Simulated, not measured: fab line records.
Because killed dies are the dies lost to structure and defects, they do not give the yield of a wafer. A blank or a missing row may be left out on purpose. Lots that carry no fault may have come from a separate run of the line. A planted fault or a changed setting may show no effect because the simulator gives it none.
fab line records | flow n5-finfet
record lots=10 wafers=30 last-day=18
route steps=1938 shown BEOL_M2@925 BEOL_M3@935 BEOL_M4@1111 PASSIVATION@1936
lots untouched by any fault: they come from a run of this same line in which no faults occurred
start-h: start of the lot's first displayed wafer, in hours after the record's first day | wait-h: hours since the lot's step before | " the same as in the row above | L1.1+2: a row that stands for several wafers | - value missing, or start not given | * or withheld: withheld | < > ~ a bound
route shown NAME@n: a module of which the file shows steps, and the number in the route of the first | usual: average and standard deviation across the fault-free wafers | same: alike in all rows | chamber/n: place in a boat | sites: the reading at each site | _std_site: how widely they spread, as a standard deviation | _edge_site: mean of outer sites minus mean of inner sites | radius-mm: how far each site lies from the wafer's centre | mask NAME#n: copy n | behind: the last tool/chamber to shape the wafer | hold: why the lot was held/for how many hours/how that ended | device: whichever transistor did not switch (one of n, p or np) | end of line: tests of these same wafers at the route's end | a step without rows: its recipe alone | killed: dies that structure and defects cost at the first sort, which is not the same as the wafer's yield | map: shows each die of a wafer: x if killed, . if not, _ if none is there
set.NAME: the setting the step ran with; set.NAME@STEP: the setting that earlier step ran with | model.NAME: the simulator's own value behind a step, which no gauge read
one table for each step of the route and one row for each wafer, over a sample of lots
services: from which hour (start-h, from the record's first day; less than 0 if before it) a tool's chamber was out of use, for how many hours, and why
## steps
# step N5_BEOL_M2_PRE_CLEAN_60
# recipe gas=NH3/H2 time-s=15 temp-c=* rf-power-w=300
# usual heater-power-w=76/16
# columns lot.wafer tool chamber start-h wait-h heater-power-w
L354.1 cvd-co-02 1 152.60 0.0 71
L354.2 " 2 " " 87
L354.6 " 2 " " 84
L359.2 cvd-co-01 0 175.82 0.0 65
L359.3 " 1 " " 99
L359.4 " 2 " " 88
L360.4 cvd-co-02 2 177.88 0.1 84
L360.5 " 1 " " 72
L360.6 " 0 " " 51
L362.1 cvd-co-02 1 201.86 0.0 71
L362.2 " 0 " " 54
L362.3 " 2 " " 87
L363.1 cvd-co-01 0 228.15 0.0 65
L363.2 " 1 " " 100
L363.6 " 1 " " 98
L368.1 cvd-co-02 1 253.60 0.0 71
L368.5 " 1 " " 71
L368.6 " 2 " " 89
L369.1 cvd-co-02 2 254.23 0.0 87
L369.4 " 2 " " 85
L369.6 " 0 " " 53
L370.2 cvd-co-01 0 260.17 0.0 65
L370.3 " 2 " " 90
L370.6 " 0 " " 69
L375.4 cvd-co-02 0 281.21 0.1 53
L375.5 " 1 " " 74
L375.6 " 2 " " 87
L376.1 cvd-co-01 0 294.95 0.0 65
L376.3 " 1 " " 100
L376.4 " 2 " " 93
# step N5_BEOL_M2_DEP_57
# recipe material=SiCN target-thk-a=80 temp-c=withheld precursor=3MS/NH3 pressure-torr=3 rf-w=202 time-s=14
# usual showerhead-plenum-p-Torr=3.664/0.0078 showerhead-vpp-V=859/45 throttle-valve-pct=9.2/0.45
# columns lot.wafer tool chamber start-h wait-h showerhead-plenum-p-Torr showerhead-vpp-V throttle-valve-pct
L354.1 pecvd-04 2 152.75 0.0 3.652 862 9.0
L354.2 " 0 " " 3.661 883 9.2
L354.6 " 2 " " 3.662 851 8.5
L359.2 pecvd-02 1 175.98 0.0 3.670 912 9.5
L359.3 " 0 " " 3.674 809 9.8
L359.4 " 2 " " 3.657 820 8.5
L360.4 pecvd-01 0 178.04 0.0 3.679 781 10.0
L360.5 " 1 " " 3.675 911 9.6
L360.6 " 0 " " 3.664 801 9.8
L362.1 pecvd-04 1 202.02 0.0 3.664 876 9.3
L362.2 " 2 " " 3.661 844 8.7
L362.3 " 0 " " 3.664 861 9.2
L363.1 pecvd-02 2 228.30 0.0 3.654 830 8.8
L363.2 " 0 " " 3.672 803 9.3
L363.6 " 0 " " 3.668 801 9.6
L368.1 pecvd-01 1 253.76 0.0 3.678 906 9.8
L368.5 " 0 " " 3.664 792 10.2
L368.6 " 2 " " 3.657 932 8.7
L369.1 pecvd-01 2 254.39 0.0 3.657 921 8.4
L369.4 " 1 " " 3.668 915 9.4
L369.6 " 0 " " 3.662 792 9.7
L370.2 pecvd-04 2 260.33 0.0 3.664 849 8.7
L370.3 " 0 " " 3.673 868 9.5
L370.6 " 0 " " 3.655 860 9.2
L375.4 pecvd-04 0 281.36 0.0 3.668 867 9.1
L375.5 " 2 " " 3.662 847 9.1
L375.6 " 1 " " 3.655 898 9.4
L376.1 pecvd-02 0 295.11 0.0 3.676 812 9.5
L376.3 " 1 " " 3.668 923 9.5
L376.4 " 2 " " 3.642 844 8.6
# step N5_BEOL_M3_COAT_61
# recipe resist=SOC temp-c=250 time-s=60 spin-rpm=1500 resist-thk-nm=60
# usual resist-line-temp-C=23.01/0.12 run-length-s=66.40/0.1
# columns lot.wafer tool chamber start-h wait-h resist-line-temp-C run-length-s
L354.1 litho-track-04 0 154.96 0.1 23.01 66.54
L354.2 " 0 " " 22.98 66.38
L354.6 " 0 " " 23.25 66.30
L359.2 litho-track-05 0 177.12 0.1 23.08 66.32
L359.3 " 0 " " 22.97 66.40
L359.4 " 0 " " 22.98 66.79
L360.4 litho-track-05 0 178.89 0.1 22.96 66.44
L360.5 " 0 " " 22.83 66.31
L360.6 " 0 " " 22.95 66.32
L362.1 litho-track-05 0 203.56 0.1 22.98 82.68
L362.2 " 0 " " 22.90 82.81
L362.3 " 0 " " 23.01 82.70
L363.1 litho-track-05 0 230.67 0.1 23.01 82.62
L363.2 " 0 " " 23.04 82.70
L363.6 " 0 " " 23.11 66.33
L368.1 litho-track-04 0 255.76 0.1 22.94 66.51
L368.5 " 0 " " 23.27 66.32
L368.6 " 0 " " 23.09 66.62
L369.1 litho-track-02 0 256.12 0.1 23.08 66.35
L369.4 " 0 " " 23.10 66.23
L369.6 " 0 " " 23.25 66.35
L370.2 litho-track-04 0 261.61 0.1 22.94 66.52
L370.3 " 0 " " 22.86 66.34
L370.6 " 0 " " 22.96 66.31
L375.4 litho-track-02 0 281.85 0.1 23.20 66.43
L375.5 " 0 " " 23.14 66.45
L375.6 " 0 " " 23.15 66.31
L376.1 litho-track-02 0 296.58 0.1 22.97 66.25
L376.3 " 0 " " 22.97 66.26
L376.4 " 0 " " 22.99 66.33
# step N5_BEOL_M3_CD_MEAS_11
# recipe target-cd-nm=17.05 landing-energy-ev=500 detector=se-inlens polarity=opening
# usual cd-nm=16.99/0.22
# columns lot.wafer tool chamber start-h wait-h cd-nm
L354.1 cd-sem-01 0 155.35 - 17.15
L354.2 " 0 " " 17.11
L354.6 " 0 " " 16.83
L359.2 cd-sem-01 0 177.41 - 17.00
L359.3 " 0 " " 17.13
L359.4 " 0 " " 16.85
L360.4 cd-sem-03 0 179.15 - 16.47
L360.5 " 0 " " 16.82
L360.6 " 0 " " 16.78
L362.1 cd-sem-01 0 203.82 - 17.37
L362.2 " 0 " " 17.06
L362.3 " 0 " " 17.30
L363.1 cd-sem-02 0 231.06 - 16.84
L363.2 " 0 " " 17.14
L363.6 " 0 " " 16.73
L368.1 cd-sem-02 0 256.15 - 16.55
L368.5 " 0 " " 16.77
L368.6 " 0 " " 17.39
L369.1 cd-sem-01 0 256.50 - 17.32
L369.4 " 0 " " 16.88
L369.6 " 0 " " 16.69
L370.2 cd-sem-02 0 261.87 - 16.85
L370.3 " 0 " " 16.69
L370.6 " 0 " " 17.07
L375.4 cd-sem-02 0 282.11 - 16.60
L375.5 " 0 " " 16.93
L375.6 " 0 " " 16.52
L376.1 cd-sem-02 0 296.97 - 17.24
L376.3 " 0 " " 17.60
L376.4 " 0 " " 17.03
# step N5_BEOL_M4_RC_MEAS_101
# usual DIBL_N=36.0/1.4 DIBL_P=36.0/1.5 IOFF_N=0.160/0.026 IOFF_P=0.22/0.032 ION_N=674/10 ION_P=464/6.9 SS_N=71.5/0.56 SS_P=73.3/0.59 VT_N=249.5/2.9 VT_P=-249.2/3
# columns lot.wafer tool chamber start-h wait-h DIBL_N[mV/V] DIBL_P[mV/V] IOFF_N[nA/um] IOFF_P[nA/um] ION_N[uA/um] ION_P[uA/um] SS_N[mV/dec] SS_P[mV/dec] VT_N[mV] VT_P[mV]
L354.1 prober-01 0 172.67 0.0 37.1 37.0 0.186 0.24 685 474 71.4 73.7 249.1 -249.0
L354.2 " 0 " " 37.8 38.3 0.199 0.27 681 468 72.0 74.5 247.7 -246.5
L354.6 " 0 " " 38.5 38.9 0.214 0.27 680 470 72.2 74.3 242.8 -246.3
L359.2 prober-01 0 220.70 0.2 35.4 35.5 0.155 0.21 668 453 71.6 73.4 250.4 -247.2
L359.3 " 0 " " 35.5 35.9 0.159 0.21 676 459 71.7 73.8 249.8 -249.9
L359.4 " 0 " " 35.3 35.8 0.151 0.21 671 461 72.7 73.4 251.1 -250.2
L360.4 prober-02 0 221.66 0.5 34.3 33.8 0.130 0.18 665 461 71.4 73.0 254.2 -252.1
L360.5 " 0 " " 35.2 34.3 0.140 0.19 666 456 71.9 73.8 252.9 -253.2
L360.6 " 0 " " 33.6 32.1 0.116 0.16 653 451 71.0 72.1 257.1 -256.9
L362.1 prober-01 0 249.52 0.0 36.0 36.7 0.182 0.25 693 479 71.0 73.2 243.4 -244.7
L362.2 " 0 " " 34.8 35.1 0.161 0.22 685 471 71.4 73.1 248.1 -247.0
L362.3 " 0 " " 36.1 36.3 0.184 0.25 683 467 71.5 72.9 246.3 -244.7
L363.1 prober-02 0 266.54 0.0 35.6 34.9 0.138 0.20 660 460 70.9 73.2 250.5 -250.8
L363.2 " 0 " " 38.0 38.2 0.181 0.25 688 472 71.8 73.6 247.7 -247.1
L363.6 " 0 " " 37.7 38.4 0.170 0.25 672 465 71.3 73.4 248.6 -249.1
L368.1 prober-01 0 284.90 0.0 36.9 36.8 0.178 0.24 677 468 71.4 73.6 247.9 -247.4
L368.5 " 0 " " 37.2 37.7 0.199 0.27 685 471 71.4 74.1 243.8 -247.6
L368.6 " 0 " " 36.4 36.2 0.161 0.23 680 465 71.2 73.2 248.5 -247.3
L369.1 prober-02 0 291.96 0.0 37.6 38.2 0.206 0.26 691 473 72.0 73.7 246.8 -246.4
L369.4 " 0 " " 35.2 34.8 0.149 0.21 667 458 71.4 73.0 249.5 -249.5
L369.6 " 0 " " 37.6 37.7 0.193 0.26 678 468 71.7 73.6 246.6 -246.3
L370.2 prober-01 0 305.82 0.2 36.7 36.3 0.156 0.22 672 460 71.7 74.0 248.6 -251.5
L370.3 " 0 " " 35.8 35.0 0.146 0.20 675 462 71.3 73.5 250.2 -253.3
L370.6 " 0 " " 35.5 35.0 0.132 0.19 663 455 71.2 73.4 251.6 -255.1
L375.4 prober-02 0 323.27 0.5 35.6 36.2 0.162 0.23 684 475 70.9 73.4 247.1 -247.2
L375.5 " 0 " " 35.2 35.8 0.156 0.22 686 474 71.2 72.5 247.3 -246.0
L375.6 " 0 " " 36.3 36.8 0.168 0.23 684 471 70.6 73.9 246.5 -246.6
L376.1 prober-02 0 325.24 0.0 35.9 35.6 0.157 0.21 674 463 71.7 73.4 250.7 -248.8
L376.3 " 0 " " 37.1 37.5 0.185 0.25 693 474 72.3 73.8 247.9 -246.2
L376.4 " 0 " " 36.0 36.5 0.168 0.23 681 474 71.8 73.6 247.5 -248.0
# step N5_PASSIVATION_PROBE_49
# usual defect-limited-yield=91.2/1.2 killed_at_M0_to_M3=34/9.9 killed_at_M4_up=14/5.7 killed-at-contacts=13/6.3 killed-at-front-end=39/9.9 killed-at-other=3.7/2.8 killed-dies=104/15 killed-open=68/12 killed-short=34/6.7 sort_bin_5_function=5.2/0.9 sort_bin_6_memory=3.3/0.57 sort-n-pass=1076/15 sort-yield-pct=91.2/1.2
# same gross-dies=1180 killed-at-back-side=0 sort_bin_4_leakage[%]=0 sort_bin_8_speed[%]=0
# columns lot.wafer tool chamber start-h wait-h defect-limited-yield[%] killed_at_M0_to_M3 killed_at_M4_up killed-at-contacts killed-at-front-end killed-at-other killed-dies killed-open killed-short sort_bin_5_function[%] sort_bin_6_memory[%] sort-n-pass sort-yield-pct[%]
L354.1 prober-01 - 287.94 0.0 89.5 46 21 12 43 2 124 72 52 6.0 4.1 1056 89.5
L354.2 prober-01 - 287.99 0.1 92.3 33 12 19 25 2 91 61 29 4.6 3.0 1089 92.3
L354.6 prober-01 - 288.19 0.3 90.1 33 26 8 47 3 117 71 44 5.5 4.0 1063 90.1
L359.2 prober-01 - 318.28 0.1 92.0 37 16 15 24 2 94 66 28 3.9 3.8 1086 92.0
L359.3 prober-01 - 318.33 0.1 91.5 31 29 8 28 4 100 72 26 5.3 3.0 1080 91.5
L359.4 prober-01 - 318.38 0.2 92.0 37 15 8 34 0 94 68 25 4.7 3.2 1086 92.0
L360.4 prober-01 - 330.27 0.2 90.4 40 18 13 34 8 113 79 32 5.6 3.7 1067 90.4
L360.5 prober-01 - 330.32 0.2 90.8 41 16 9 40 2 108 64 40 4.8 3.6 1072 90.8
L360.6 prober-01 - 330.37 0.3 92.2 34 12 12 32 2 92 69 22 4.2 3.3 1088 92.2
L362.1 prober-02 - 358.10 0.0 91.5 41 6 6 46 1 100 59 38 5.6 2.5 1080 91.5
L362.2 prober-02 - 358.15 0.1 92.6 31 10 7 34 5 87 51 27 4.4 2.8 1093 92.6
L362.3 prober-02 - 358.20 0.1 92.8 25 8 12 40 0 85 47 35 3.6 3.1 1095 92.8
L363.1 prober-02 - 370.38 0.0 88.5 31 22 9 74 0 136 91 42 7.0 4.2 1044 88.5
L363.2 prober-02 - 370.43 0.1 88.9 44 11 21 55 0 131 88 36 7.1 3.4 1049 88.9
L363.6 prober-02 - 370.63 0.3 90.3 43 18 12 39 2 114 67 42 5.5 3.6 1066 90.3
L368.1 prober-01 - 391.30 0.0 92.1 33 12 18 27 3 93 63 30 5.1 2.8 1087 92.1
L368.5 prober-01 - 391.50 0.2 90.8 42 13 5 47 1 108 72 36 4.9 3.9 1072 90.8
L368.6 prober-01 - 391.55 0.3 91.4 45 13 7 33 4 102 69 32 4.7 3.6 1078 91.4
L369.1 prober-01 - 405.16 0.0 90.6 42 11 19 33 6 111 80 30 5.5 3.7 1069 90.6
L369.4 prober-01 - 405.31 0.2 90.9 38 16 12 41 0 107 78 28 6.1 2.8 1073 90.9
L369.6 prober-01 - 405.41 0.3 91.7 48 15 6 28 1 98 66 32 5.3 2.6 1082 91.7
L370.2 prober-01 - 416.74 0.1 91.5 34 16 10 37 3 100 64 36 5.2 2.9 1080 91.5
L370.3 prober-01 - 416.79 0.1 91.4 21 13 25 38 5 102 64 33 5.3 3.0 1078 91.4
L370.6 prober-01 - 416.94 0.3 91.6 30 19 12 36 2 99 69 30 5.4 2.5 1081 91.6
L376.1 prober-01 - 427.01 0.0 90.8 34 7 24 41 3 109 72 36 5.9 3.2 1071 90.8
L376.3 prober-01 - 427.11 0.1 90.9 25 15 11 56 0 107 75 30 5.7 3.3 1073 90.9
L376.4 prober-01 - 427.16 0.2 90.9 22 14 22 45 4 107 71 36 5.3 3.5 1073 90.9
L375.4 prober-01 - 430.84 0.2 91.4 44 16 11 29 2 102 68 29 5.3 3.0 1078 91.4
L375.5 prober-01 - 430.89 0.2 91.0 33 16 26 31 0 106 78 26 5.0 3.8 1074 91.0
L375.6 prober-01 - 430.94 0.3 91.7 28 18 6 44 2 98 61 28 4.7 2.9 1082 91.7
# killed by level:class
L354.1 MOL_CONTACT_COAG:geometric-particle:open=12 FIN_SAQP:geometric-particle:short=11 BEOL_M0_SAQP:geometric-particle:open=11 BEOL_M1:geometric-particle:open=10 BEOL_M4:geometric-particle:open=10 STI_FIN_REVEAL:geometric-particle:open=9 BEOL_M0_SAQP:geometric-particle:short=9 FIN_SAQP:geometric-particle:open=8
L354.2 MOL_CONTACT_COAG:geometric-particle:open=15 FIN_SAQP:geometric-particle:short=8 BEOL_M0_SAQP:geometric-particle:short=7 BEOL_M0_SAQP:geometric-particle:open=7 BEOL_M3:geometric-particle:open=6 STI_FIN_REVEAL:geometric-particle:open=5 MOL_CONTACT_COAG:geometric-particle:short=4 BEOL_M1:geometric-particle:open=4
L354.6 BEOL_M4:geometric-particle:open=13 FIN_SAQP:geometric-particle:short=10 BEOL_M3:geometric-particle:open=10 BEOL_M2:geometric-particle:open=8 MOL_CONTACT_COAG:geometric-particle:open=7 DUMMY_GATE:geometric-particle:open=6 BEOL_M4:geometric-particle:short=6 FIN_SAQP:geometric-particle:open=5
L359.2 MOL_CONTACT_COAG:geometric-particle:open=12 BEOL_M0_SAQP:geometric-particle:short=9 BEOL_M3:geometric-particle:open=8 BEOL_M2:geometric-particle:open=8 BEOL_M4:geometric-particle:open=8 BEOL_M0_SAQP:geometric-particle:open=7 FIN_SAQP:geometric-particle:open=5 STI_FIN_REVEAL:geometric-particle:open=5
L359.3 BEOL_M4:geometric-particle:open=15 BEOL_M2:geometric-particle:open=13 FIN_SAQP:geometric-particle:open=9 BEOL_M4:geometric-particle:short=6 MOL_CONTACT_COAG:geometric-particle:open=6 BEOL_M3:geometric-particle:open=6 BEOL_M8:geometric-particle:open=5 STARTING-WAFER:geometric-particle:open=4
L359.4 BEOL_M2:geometric-particle:open=18 FIN_SAQP:geometric-particle:open=10 FIN_SAQP:geometric-particle:short=9 MOL_CONTACT_COAG:geometric-particle:open=7 BEOL_M3:geometric-particle:open=5 BEOL_M0_SAQP:geometric-particle:short=4 BEOL_M1:geometric-particle:open=4 BEOL_M5:geometric-particle:open=4
L360.4 BEOL_M0_SAQP:geometric-particle:open=15 MOL_CONTACT_COAG:geometric-particle:open=12 BEOL_M0_SAQP:geometric-particle:short=11 FIN_SAQP:geometric-particle:short=8 FIN_SAQP:geometric-particle:open=7 BEOL_M4:geometric-particle:open=7 DUMMY_GATE:geometric-particle:open=5 STI_FIN_REVEAL:geometric-particle:open=4
L360.5 BEOL_M0_SAQP:geometric-particle:open=14 BEOL_M0_SAQP:geometric-particle:short=12 BEOL_M4:geometric-particle:open=9 FIN_SAQP:geometric-particle:open=7 FIN_SAQP:geometric-particle:short=7 MOL_CONTACT_COAG:geometric-particle:open=7 STARTING-WAFER:geometric-particle:short=5 BEOL_M1:geometric-particle:open=4
L360.6 BEOL_M0_SAQP:geometric-particle:open=14 MOL_CONTACT_COAG:geometric-particle:open=8 FIN_SAQP:geometric-particle:open=7 BEOL_M0_SAQP:geometric-particle:short=6 FIN_SAQP:geometric-particle:short=5 BEOL_M3:geometric-particle:open=5 BEOL_M5:geometric-particle:open=4 DUMMY_GATE:geometric-particle:open=4
L362.1 FIN_SAQP:geometric-particle:short=13 FIN_SAQP:geometric-particle:open=12 BEOL_M0_SAQP:geometric-particle:short=11 BEOL_M3:geometric-particle:open=11 BEOL_M0_SAQP:geometric-particle:open=7 BEOL_M2:geometric-particle:open=6 STI_FIN_REVEAL:geometric-particle:open=6 DUMMY_GATE:geometric-particle:open=3
L362.2 FIN_SAQP:geometric-particle:open=11 BEOL_M0_SAQP:geometric-particle:short=8 MOL_CONTACT_COAG:geometric-particle:open=5 BEOL_M0:geometric-particle:open=5 STARTING-WAFER:geometric-particle:open=5 FIN_SAQP:geometric-particle:short=4 BEOL_M0_SAQP:geometric-particle:open=4 BEOL_M3:geometric-particle:short=4
L362.3 FIN_SAQP:geometric-particle:short=14 MOL_CONTACT_COAG:geometric-particle:open=10 BEOL_M3:geometric-particle:open=9 FIN_SAQP:geometric-particle:open=5 STI_FIN_REVEAL:geometric-particle:open=5 BEOL_M0_SAQP:geometric-particle:short=4 DUMMY_GATE:geometric-particle:short=3 DUMMY_GATE:geometric-particle:open=3
L363.1 FIN_SAQP:geometric-particle:open=24 STI_FIN_REVEAL:geometric-particle:open=13 FIN_SAQP:geometric-particle:short=12 DUMMY_GATE:geometric-particle:open=7 BEOL_M3:geometric-particle:open=7 BEOL_M4:geometric-particle:open=7 MOL_CONTACT_COAG:geometric-particle:open=6 BEOL_M2:geometric-particle:open=6
L363.2 STI_FIN_REVEAL:geometric-particle:open=16 MOL_CONTACT_COAG:geometric-particle:open=15 BEOL_M2:geometric-particle:open=14 BEOL_M3:geometric-particle:open=8 FIN_SAQP:geometric-particle:short=7 FIN_SAQP:geometric-particle:open=7 DUMMY_GATE:geometric-particle:open=7 BEOL_M0_SAQP:geometric-particle:open=6
L363.6 STI_FIN_REVEAL:geometric-particle:open=11 BEOL_M2:geometric-particle:open=10 MOL_CONTACT_COAG:geometric-particle:open=9 STI_FIN_REVEAL:geometric-particle:short=8 BEOL_M1:geometric-particle:short=7 BEOL_M4:geometric-particle:open=7 FIN_SAQP:geometric-particle:open=5 DUMMY_GATE:geometric-particle:open=5
L368.1 MOL_CONTACT_COAG:geometric-particle:open=14 BEOL_M2:geometric-particle:open=12 BEOL_M0_SAQP:geometric-particle:short=9 STI_FIN_REVEAL:geometric-particle:open=8 FIN_SAQP:geometric-particle:short=5 MOL_CONTACT_COAG:geometric-particle:short=4 BEOL_M0_SAQP:geometric-particle:open=4 BEOL_M1:geometric-particle:open=4
L368.5 STI_FIN_REVEAL:geometric-particle:open=18 BEOL_M2:geometric-particle:open=14 BEOL_M0_SAQP:geometric-particle:short=8 BEOL_M0_SAQP:geometric-particle:open=7 BEOL_M1:geometric-particle:open=6 FIN_SAQP:geometric-particle:open=5 STI_FIN_REVEAL:geometric-particle:short=5 GATE_CUT:geometric-particle:short=5
L368.6 BEOL_M0_SAQP:geometric-particle:open=12 BEOL_M0_SAQP:geometric-particle:short=11 STI_FIN_REVEAL:geometric-particle:open=9 MOL_CONTACT_COAG:geometric-particle:open=7 BEOL_M2:geometric-particle:open=7 BEOL_M3:geometric-particle:open=6 STARTING-WAFER:geometric-particle:short=6 BEOL_M1:geometric-particle:open=5
L369.1 MOL_CONTACT_COAG:geometric-particle:open=16 FIN_SAQP:geometric-particle:open=12 BEOL_M0_SAQP:geometric-particle:open=9 BEOL_M3:geometric-particle:open=7 BEOL_M1:geometric-particle:open=6 BEOL_M3:geometric-particle:short=6 FIN_SAQP:geometric-particle:short=5 BEOL_M2:geometric-particle:open=4
L369.4 BEOL_M2:geometric-particle:open=12 MOL_CONTACT_COAG:geometric-particle:open=11 FIN_SAQP:geometric-particle:short=8 BEOL_M0_SAQP:geometric-particle:short=7 STARTING-WAFER:geometric-particle:open=7 STI_FIN_REVEAL:geometric-particle:open=6 BEOL_M4:geometric-particle:open=6 FIN_SAQP:geometric-particle:open=5
L369.6 STI_FIN_REVEAL:geometric-particle:open=13 BEOL_M3:geometric-particle:open=12 BEOL_M1:geometric-particle:open=8 BEOL_M0_SAQP:geometric-particle:short=7 MOL_CONTACT_COAG:geometric-particle:open=6 BEOL_M2:geometric-particle:open=6 BEOL_M4:geometric-particle:open=5 GATE_CUT:geometric-particle:short=4
L370.2 BEOL_M0_SAQP:geometric-particle:open=11 FIN_SAQP:geometric-particle:open=10 GATE_CUT:geometric-particle:short=10 BEOL_M0_SAQP:geometric-particle:short=10 MOL_CONTACT_COAG:geometric-particle:open=9 BEOL_M2:geometric-particle:open=7 BEOL_M4:geometric-particle:open=5 STARTING-WAFER:geometric-particle:open=5
L370.3 MOL_CONTACT_COAG:geometric-particle:open=21 GATE_CUT:geometric-particle:open=7 FIN_SAQP:geometric-particle:open=6 BEOL_M2:geometric-particle:open=6 GATE_CUT:geometric-particle:short=5 BEOL_M3:geometric-particle:open=5 FIN_SAQP:geometric-particle:short=4 SPACER0:geometric-particle:short=4
L370.6 MOL_CONTACT_COAG:geometric-particle:open=10 BEOL_M2:geometric-particle:open=9 BEOL_M0_SAQP:geometric-particle:open=8 FIN_SAQP:geometric-particle:short=7 BEOL_M3:geometric-particle:open=7 BEOL_M4:geometric-particle:open=7 STI_FIN_REVEAL:geometric-particle:open=6 GATE_CUT:geometric-particle:short=6
L376.1 MOL_CONTACT_COAG:geometric-particle:open=21 BEOL_M0_SAQP:geometric-particle:open=10 BEOL_M0_SAQP:geometric-particle:short=9 GATE_CUT:geometric-particle:open=8 FIN_SAQP:geometric-particle:open=7 DUMMY_GATE:geometric-particle:open=7 BEOL_M2:geometric-particle:short=7 FIN_SAQP:geometric-particle:short=5
L376.3 FIN_SAQP:geometric-particle:short=11 DUMMY_GATE:geometric-particle:open=11 FIN_SAQP:geometric-particle:open=10 MOL_CONTACT_COAG:geometric-particle:open=9 GATE_CUT:geometric-particle:open=6 BEOL_M0_SAQP:geometric-particle:open=6 BEOL_M4:geometric-particle:open=6 BEOL_M3:geometric-particle:short=4
L376.4 MOL_CONTACT_COAG:geometric-particle:open=18 FIN_SAQP:geometric-particle:short=12 BEOL_M4:geometric-particle:open=9 FIN_SAQP:geometric-particle:open=7 GATE_CUT:geometric-particle:open=7 GATE_CUT:geometric-particle:short=6 BEOL_M2:geometric-particle:open=6 BEOL_M0:geometric-particle:open=5
L375.4 BEOL_M0_SAQP:geometric-particle:open=12 STI_FIN_REVEAL:geometric-particle:open=8 MOL_CONTACT_COAG:geometric-particle:open=8 BEOL_M0_SAQP:geometric-particle:short=7 BEOL_M2:geometric-particle:open=7 BEOL_M4:geometric-particle:open=7 DUMMY_GATE:geometric-particle:open=5 BEOL_M2:geometric-particle:short=5
L375.5 MOL_CONTACT_COAG:geometric-particle:open=16 BEOL_M1:geometric-particle:open=14 MOL_CONTACT_COAG:geometric-particle:short=10 STI_FIN_REVEAL:geometric-particle:open=9 BEOL_M2:geometric-particle:open=6 BEOL_M3:geometric-particle:open=6 BEOL_M4:geometric-particle:open=5 FIN_SAQP:geometric-particle:open=4
L375.6 STI_FIN_REVEAL:geometric-particle:open=9 BEOL_M1:geometric-particle:open=7 BEOL_M3:geometric-particle:open=6 HKMG_FIN:area-etch=6 BEOL_M0_SAQP:geometric-particle:open=5 BEOL_M4:geometric-particle:open=5 FIN_SAQP:geometric-particle:open=4 DUMMY_GATE:geometric-particle:open=4
## services
# columns tool chamber start-h hours kind
pecvd-01 - 131.70 0.8 repair
pecvd-02 1 146.80 5.9 repair
pecvd-01 0 165.07 5.7 repair
pecvd-01 2 175.92 5.5 scheduled-down
pecvd-04 2 179.26 5.5 scheduled-down
pecvd-01 1 201.68 5.7 repair
pecvd-01 0 204.22 8.1 repair
cvd-co-02 2 205.70 4.9 repair
pecvd-01 2 212.35 - clean
pecvd-01 2 212.35 - consumable-replace:showerhead
pecvd-01 2 212.35 29.0 scheduled-down
pecvd-01 2 212.35 29.0 vent-cycle
cvd-co-01 2 218.70 4.2 repair
pecvd-04 0 236.69 2.1 scheduled-down
cvd-co-02 - 265.09 1.0 repair
pecvd-01 1 274.64 2.1 scheduled-down
pecvd-02 1 279.00 5.5 scheduled-down
litho-track-02 - 282.27 - consumable-replace:filter
pecvd-04 - 286.38 1.6 repair
cvd-co-02 2 295.45 1.6 repair
## key
first-sign step=N5_BEOL_M3_COAT_61 reading=run-length-s direction=up sigmas=99+ usual=* struck=*
effect none on later readings
met-at N5_BEOL_M3_COAT_61
struck-lots L362,L363
struck-wafers L362.1,L362.2,L362.3,L363.1,L363.2
not-acting-at N5_BEOL_M2_PRE_CLEAN_60,N5_BEOL_M2_DEP_57,N5_BEOL_M3_CD_MEAS_11
onset-between 178.89 203.56
fault kind=process-parameter-drift tool=litho-track-05 chamber=- onset-h=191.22 steps=N5_BEOL_M3_COAT_61 channel=time-s offset=* shape=step end-h=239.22 scope=struck-wafers-only acts-in=* stated=*
